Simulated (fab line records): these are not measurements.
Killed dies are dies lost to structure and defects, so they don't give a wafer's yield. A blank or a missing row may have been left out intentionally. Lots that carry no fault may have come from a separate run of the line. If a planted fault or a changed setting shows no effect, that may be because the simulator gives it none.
Chamber matching | flow n5 finfet | N5_DUMMY_GATE_ETCH_37 on rie diel-05 has 4 sister chambers
The step etches SOC in N2/H2, target depth 60 nm, overetch 30 nm. 4 wafers are shown with their chamber, then 7 later ones without.

WAFERS, EACH WITH ITS CHAMBER
wafer  | chamber | throttle valve pct (%)
L355.3 | 1       | 18.0
L360.6 | 2       | 17.1
L362.1 | 0       | 18.1
L362.2 | 3       | 18.1

WAFERS WHOSE CHAMBER IS MISSING
wafer  | throttle valve pct (%)
L362.4 | 17.1
L374.1 | 17.1
L374.2 | 18.2
L374.4 | 18.1
L375.2 | 18.1
L375.4 | 18.2
L375.5 | 17.1

WHICH CHAMBER EACH WENT THROUGH
wafer  | from the rows above          | in truth
L362.4 | 2                            | 2
L374.1 | 2                            | 2
L374.2 | can't be placed: 0 or 3 or 1 | 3
L374.4 | can't be placed: 0 or 3 or 1 | 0
L375.2 | can't be placed: 0 or 3 or 1 | 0
L375.4 | can't be placed: 0 or 3 or 1 | 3
L375.5 | 2                            | 2
3 of 7 placed correctly. Not placeable from these rows: 4 (in 4, the candidates include the true chamber). Placed wrongly: 0.
How it was worked out, from the rows above alone: a wafer's distance from a chamber is the root of the sum, over the readings, of the square of ((its reading less the chamber's mean) divided by the reading's scatter). If the next closest chamber is less than 2 further off than the closest, the wafer can't be placed; otherwise it belongs to the closest. The mean given for a chamber averages the wafers shown for that chamber. The scatter: with one shown wafer a chamber, the root of the mean of the squares of how far each hidden wafer lies from its nearest shown one.
